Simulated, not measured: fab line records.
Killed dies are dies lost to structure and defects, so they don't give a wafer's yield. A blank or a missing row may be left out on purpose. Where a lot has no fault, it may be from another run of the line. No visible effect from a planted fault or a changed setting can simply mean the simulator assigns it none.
What tool caused it? :: flow n5_finfet :: 9 lots with 27 wafers sampled at 7 steps, on a route of 1938 steps

## WHAT THE GAUGES READ, wafer by wafer
N5_BEOL_M8_INSPECT_13: inspects for defects (brightfield).
lot: L609
measured: day 9 17:49
on: defect_inspect-01
raw_defect_count: 407 250 355

lot: L612
measured: day 9 19:21
on: defect_inspect-02
raw_defect_count: 370 400 599

lot: L611
measured: day 10 02:18
on: defect_inspect-02
raw_defect_count: 416 349 462

lot: L620
measured: day 12 16:44
on: defect_inspect-01
raw_defect_count: 377 359 444

lot: L622
measured: day 13 01:50
on: defect_inspect-01
raw_defect_count: 336 378 434

lot: L628
measured: day 14 02:20
on: defect_inspect-02
raw_defect_count: 619 665 573

lot: L627
measured: day 14 02:46
on: defect_inspect-01
raw_defect_count: 372 481 384

lot: L629
measured: day 14 14:50
on: defect_inspect-02
raw_defect_count: 425 456 632

lot: L632
measured: day 15 06:19
on: defect_inspect-01
raw_defect_count: 420 310 456

N5_BEOL_M8_OCD_MEAS_38.
lot: L609
measured: day 9 19:20
on: ocd-01
trench_depth_nm (nm): 96.2 95.4 92.8

lot: L612
measured: day 9 23:01
on: ocd-01
trench_depth_nm (nm): 92.1 94.2 91.4

lot: L611
measured: day 10 03:56
on: ocd-02
trench_depth_nm (nm): 95.3 93.6 95.3

lot: L620
measured: day 12 18:55
on: ocd-01
trench_depth_nm (nm): 91.0 92.6 93.6

lot: L622
measured: day 13 06:46
on: ocd-01
trench_depth_nm (nm): 82.3 84.9 83.0

lot: L628
measured: day 14 05:22
on: ocd-02
trench_depth_nm (nm): 90.2 95.6 89.5

lot: L627
measured: day 14 05:25
on: ocd-01
trench_depth_nm (nm): 84.6 85.2 85.6

lot: L629
measured: day 14 17:08
on: ocd-01
trench_depth_nm (nm): 90.9 92.7 90.0

lot: L632
measured: day 15 08:53
on: ocd-01
trench_depth_nm (nm): 96.2 96.2 90.1

N5_BEOL_M8_THK_MEAS_53: measures by xrf.
lot: L609
measured: day 9 22:58
on: film_metro-02
M8_THK (nm): 83.5 83.4 82.4

lot: L612
measured: day 10 01:35
on: film_metro-01
M8_THK (nm): 81.3 81.4 82.4

lot: L611
measured: day 10 07:19
on: film_metro-02
M8_THK (nm): 85.8 83.9 85.2

lot: L620
measured: day 12 21:28
on: film_metro-01
M8_THK (nm): 83.2 81.0 83.6

lot: L622
measured: day 13 09:22
on: film_metro-01
M8_THK (nm): 69.2 73.3 70.9

lot: L628
measured: day 14 07:49
on: film_metro-02
M8_THK (nm): 79.5 84.9 79.4

lot: L627
measured: day 14 08:09
on: film_metro-02
M8_THK (nm): 72.6 73.2 74.2

lot: L629
measured: day 14 20:06
on: film_metro-02
M8_THK (nm): 78.3 81.0 78.3

lot: L632
measured: day 15 11:33
on: film_metro-02
M8_THK (nm): 85.4 84.1 79.2

N5_BEOL_M8_RS_MEAS_57: a four-point-probe measurement.
lot: L609
measured: day 9 23:05
on: film_metro-01
M8_RS (ohm/sq): 0.284 0.283 0.288

lot: L612
measured: day 10 01:45
on: film_metro-01
M8_RS (ohm/sq): 0.288 0.289 0.286

lot: L611
measured: day 10 07:27
on: film_metro-01
M8_RS (ohm/sq): 0.275 0.283 0.278

lot: L620
measured: day 12 21:35
on: film_metro-02
M8_RS (ohm/sq): 0.284 0.292 0.283

lot: L622
measured: day 13 09:30
on: film_metro-02
M8_RS (ohm/sq): 0.350 0.326 0.339

lot: L628
measured: day 14 07:57
on: film_metro-02
M8_RS (ohm/sq): 0.300 0.277 0.302

lot: L627
measured: day 14 08:17
on: film_metro-02
M8_RS (ohm/sq): 0.332 0.328 0.324

lot: L629
measured: day 14 20:14
on: film_metro-01
M8_RS (ohm/sq): 0.302 0.290 0.303

lot: L632
measured: day 15 11:41
on: film_metro-02
M8_RS (ohm/sq): 0.278 0.284 0.303

## EACH LOT AND THE TOOL THAT RAN IT (in order: tool; ch and the chambers of the sampled wafers; start)
lot: L609
N5_BEOL_M8_STRIP_36: rie_diel-04 ch 1,2,3, day 9 19:09
N5_BEOL_M8_TRENCH_ETCH_37: rie_diel-04 ch 1,2,3, day 9 19:11
N5_BEOL_M8_PRE_CLEAN_45: pvd_sputter-01, day 9 19:59

lot: L612
N5_BEOL_M8_STRIP_36: rie_diel-04 ch 0,2,3, day 9 22:49
N5_BEOL_M8_TRENCH_ETCH_37: rie_diel-04 ch 0,2,3, day 9 22:51
N5_BEOL_M8_PRE_CLEAN_45: pvd_sputter-03, day 9 23:45

lot: L611
N5_BEOL_M8_STRIP_36: rie_diel-04 ch 1,2,3, day 10 03:45
N5_BEOL_M8_TRENCH_ETCH_37: rie_diel-04 ch 1,2,3, day 10 03:47
N5_BEOL_M8_PRE_CLEAN_45: pvd_sputter-03, day 10 05:25

lot: L620
N5_BEOL_M8_STRIP_36: rie_diel-02 ch 1,2,3, day 12 18:43
N5_BEOL_M8_TRENCH_ETCH_37: rie_diel-02 ch 1,2,3, day 12 18:45
N5_BEOL_M8_PRE_CLEAN_45: pvd_sputter-01, day 12 19:30

lot: L622
N5_BEOL_M8_STRIP_36: rie_diel-04 ch 0,1, day 13 06:34
N5_BEOL_M8_TRENCH_ETCH_37: rie_diel-04 ch 0,1, day 13 06:36
N5_BEOL_M8_PRE_CLEAN_45: pvd_sputter-02, day 13 07:39

lot: L628
N5_BEOL_M8_STRIP_36: rie_diel-01 ch 2,3, day 14 05:10
N5_BEOL_M8_TRENCH_ETCH_37: rie_diel-01 ch 2,3, day 14 05:13
N5_BEOL_M8_PRE_CLEAN_45: pvd_sputter-03, day 14 06:13

lot: L627
N5_BEOL_M8_STRIP_36: rie_diel-04 ch 1,3, day 14 05:13
N5_BEOL_M8_TRENCH_ETCH_37: rie_diel-04 ch 1,3, day 14 05:15
N5_BEOL_M8_PRE_CLEAN_45: pvd_sputter-03, day 14 06:18

lot: L629
N5_BEOL_M8_STRIP_36: rie_diel-02 ch 0,1,2, day 14 16:56
N5_BEOL_M8_TRENCH_ETCH_37: rie_diel-02 ch 0,1,2, day 14 16:59
N5_BEOL_M8_PRE_CLEAN_45: pvd_sputter-03, day 14 18:05

lot: L632
N5_BEOL_M8_STRIP_36: rie_diel-01 ch 2,3, day 15 08:41
N5_BEOL_M8_TRENCH_ETCH_37: rie_diel-01 ch 2,3, day 15 08:44
N5_BEOL_M8_PRE_CLEAN_45: pvd_sputter-02, day 15 09:45
- N5_BEOL_M8_STRIP_36: strips in N2/H2.
- N5_BEOL_M8_TRENCH_ETCH_37: etches SiCOH lowk in C4F6/O2, target depth 93.478 nm, time 31.2 s.
- N5_BEOL_M8_PRE_CLEAN_45: time 30 s.

## AS READ BY THE TOOLS THEMSELVES (means over the sampled wafers that have a number; for cases with no such wafer, the mark the record gives instead)
N5_BEOL_M8_STRIP_36.
lot: L609
tool: rie_diel-04
drypump_motor_current_A (A): 5.7
h2_flow_sccm (sccm): 200.3
oes_product_au (a.u.): 0.87
power_w (W): 449.6
rf_vpp_V (V): 60.4
showerhead_plenum_p_Torr (Torr): 2.57
throttle_valve_pct (%): 23.54

lot: L612
tool: rie_diel-04
drypump_motor_current_A (A): 5.6
h2_flow_sccm (sccm): 200.2
oes_product_au (a.u.): 0.83
power_w (W): 450.4
rf_vpp_V (V): 59.0
showerhead_plenum_p_Torr (Torr): 2.55
throttle_valve_pct (%): 23.44

lot: L611
tool: rie_diel-04
drypump_motor_current_A (A): 5.7
h2_flow_sccm (sccm): 199.8
oes_product_au (a.u.): 0.85
power_w (W): 450.2
rf_vpp_V (V): 60.2
showerhead_plenum_p_Torr (Torr): 2.56
throttle_valve_pct (%): 23.55

lot: L620
tool: rie_diel-02
drypump_motor_current_A (A): 5.9
h2_flow_sccm (sccm): 199.1
oes_product_au (a.u.): 0.71
power_w (W): 451.5
rf_vpp_V (V): 58.4
showerhead_plenum_p_Torr (Torr): 2.54
throttle_valve_pct (%): 23.61

lot: L622
tool: rie_diel-04
drypump_motor_current_A (A): 5.4
h2_flow_sccm (sccm): 199.9
oes_product_au (a.u.): 0.71
power_w (W): 450.3
rf_vpp_V (V): 58.3
showerhead_plenum_p_Torr (Torr): 2.52
throttle_valve_pct (%): 23.74

lot: L628
tool: rie_diel-01
drypump_motor_current_A (A): 5.9
h2_flow_sccm (sccm): 200.0
oes_product_au (a.u.): 0.80
power_w (W): 449.8
rf_vpp_V (V): 58.4
showerhead_plenum_p_Torr (Torr): 2.49
throttle_valve_pct (%): 23.82

lot: L627
tool: rie_diel-04
drypump_motor_current_A (A): 5.6
h2_flow_sccm (sccm): 200.1
oes_product_au (a.u.): 0.80
power_w (W): 452.0
rf_vpp_V (V): 59.7
showerhead_plenum_p_Torr (Torr): 2.55
throttle_valve_pct (%): 23.74

lot: L629
tool: rie_diel-02
drypump_motor_current_A (A): 6.2
h2_flow_sccm (sccm): 200.6
oes_product_au (a.u.): 0.74
power_w (W): 448.4
rf_vpp_V (V): 59.5
showerhead_plenum_p_Torr (Torr): 2.56
throttle_valve_pct (%): 23.64

lot: L632
tool: rie_diel-01
drypump_motor_current_A (A): 6.3
h2_flow_sccm (sccm): 200.2
oes_product_au (a.u.): 0.86
power_w (W): 451.0
rf_vpp_V (V): 60.8
showerhead_plenum_p_Torr (Torr): 2.52
throttle_valve_pct (%): 23.59

N5_BEOL_M8_TRENCH_ETCH_37.
lot: L609
tool: rie_diel-04
drypump_motor_current_A (A): 5.7
oes_f_703_au (a.u.): 0.86
oes_product_au (a.u.): 0.86
rf_fwd_power_W (W): 338.9
rf_vpp_V (V): 668
showerhead_plenum_p_Torr (Torr): 2.89
throttle_valve_pct (%): 20.98

lot: L612
tool: rie_diel-04
drypump_motor_current_A (A): 5.6
oes_f_703_au (a.u.): 0.83
oes_product_au (a.u.): 0.82
rf_fwd_power_W (W): 339.1
rf_vpp_V (V): 661
showerhead_plenum_p_Torr (Torr): 2.87
throttle_valve_pct (%): 20.90

lot: L611
tool: rie_diel-04
drypump_motor_current_A (A): 5.7
oes_f_703_au (a.u.): 0.85
oes_product_au (a.u.): 0.86
rf_fwd_power_W (W): 339.2
rf_vpp_V (V): 668
showerhead_plenum_p_Torr (Torr): 2.89
throttle_valve_pct (%): 20.98

lot: L620
tool: rie_diel-02
drypump_motor_current_A (A): 5.9
oes_f_703_au (a.u.): 0.73
oes_product_au (a.u.): 0.71
rf_fwd_power_W (W): 340.7
rf_vpp_V (V): 658
showerhead_plenum_p_Torr (Torr): 2.89
throttle_valve_pct (%): 21.21

lot: L622
tool: rie_diel-04
drypump_motor_current_A (A): 5.4
oes_f_703_au (a.u.): 0.52
oes_product_au (a.u.): 0.66
rf_fwd_power_W (W): 254.5
rf_vpp_V (V): 747
showerhead_plenum_p_Torr (Torr): 2.84
throttle_valve_pct (%): 21.09

lot: L628
tool: rie_diel-01
drypump_motor_current_A (A): 6.0
oes_f_703_au (a.u.): 0.79
oes_product_au (a.u.): 0.81
rf_fwd_power_W (W): 340.4
rf_vpp_V (V): 670
showerhead_plenum_p_Torr (Torr): 2.78
throttle_valve_pct (%): 20.96

lot: L627
tool: rie_diel-04
drypump_motor_current_A (A): 5.5
oes_f_703_au (a.u.): 0.59
oes_product_au (a.u.): 0.76
rf_fwd_power_W (W): 256.2
rf_vpp_V (V): 768
showerhead_plenum_p_Torr (Torr): 2.88
throttle_valve_pct (%): 21.18

lot: L629
tool: rie_diel-02
drypump_motor_current_A (A): 6.2
oes_f_703_au (a.u.): 0.76
oes_product_au (a.u.): 0.74
rf_fwd_power_W (W): 339.2
rf_vpp_V (V): 656
showerhead_plenum_p_Torr (Torr): 2.90
throttle_valve_pct (%): 21.27

lot: L632
tool: rie_diel-01
drypump_motor_current_A (A): 6.4
oes_f_703_au (a.u.): 0.85
oes_product_au (a.u.): 0.87
rf_fwd_power_W (W): 340.0
rf_vpp_V (V): 672
showerhead_plenum_p_Torr (Torr): 2.84
throttle_valve_pct (%): 20.98

N5_BEOL_M8_PRE_CLEAN_45.
lot: L609
tool: pvd_sputter-01
heater_power_w (W): 327
susceptor_temp_C (C): 250.05

lot: L612
tool: pvd_sputter-03
heater_power_w (W): 317
susceptor_temp_C (C): 249.93

lot: L611
tool: pvd_sputter-03
heater_power_w (W): 325
susceptor_temp_C (C): 250.12

lot: L620
tool: pvd_sputter-01
heater_power_w (W): 329
susceptor_temp_C (C): 250.08

lot: L622
tool: pvd_sputter-02
heater_power_w (W): 347
susceptor_temp_C (C): 250.01

lot: L628
tool: pvd_sputter-03
heater_power_w (W): 326
susceptor_temp_C (C): 249.89

lot: L627
tool: pvd_sputter-03
heater_power_w (W): 310
susceptor_temp_C (C): 250.03

lot: L629
tool: pvd_sputter-03
heater_power_w (W): 332
susceptor_temp_C (C): 250.06

lot: L632
tool: pvd_sputter-02
heater_power_w (W): 344
susceptor_temp_C (C): 249.94

## THE ANSWER, worked out from the rows above alone
Rule: what is usual is taken from the lots themselves. The widest of any qualifying gaps counts: lots, ordered by their means at a reading, are off when they make up no more than a third of the lots, leave a main group of 4 or more, and stand apart from it by 3 or more times the standard deviation of that group's means. A main group is skipped when, at the precision printed for the reading in the tables above, its means are all equal. Also off: a lot with no number at a reading for which 4 or more lots have one. Any other lot the step has rows for is counted as sound. Order of review: gauges by route order, followed by the tools' own readings, for which a lot's mean as printed above is used. The first step at which some lot is off is used, and at that step the reading that is off furthest; a lot without a number counts as furthest.
Off: L622, L627, at N5_BEOL_M8_OCD_MEAS_38 (trench_depth_nm). Main group: mean 93.1 nm, sd 1.4.
If a tool, at a process step before that reading, ran all the lots that are off and no sound lot after the first of them, it fits. Not tried: the gauges at N5_BEOL_M8_OCD_MEAS_38; whatever is off there is also off at N5_BEOL_M8_THK_MEAS_53, on other tools, and gauge error can't account for it. One fits: rie_diel-04 at N5_BEOL_M8_STRIP_36 and N5_BEOL_M8_TRENCH_ETCH_37. At N5_BEOL_M8_STRIP_36 its last sound lot is L611 (day 10 03:45), its first lot that is off L622 (day 13 06:34): a fault that began between those two fits.

## WHAT HAD BEEN PUT IN BY THE SIMULATOR
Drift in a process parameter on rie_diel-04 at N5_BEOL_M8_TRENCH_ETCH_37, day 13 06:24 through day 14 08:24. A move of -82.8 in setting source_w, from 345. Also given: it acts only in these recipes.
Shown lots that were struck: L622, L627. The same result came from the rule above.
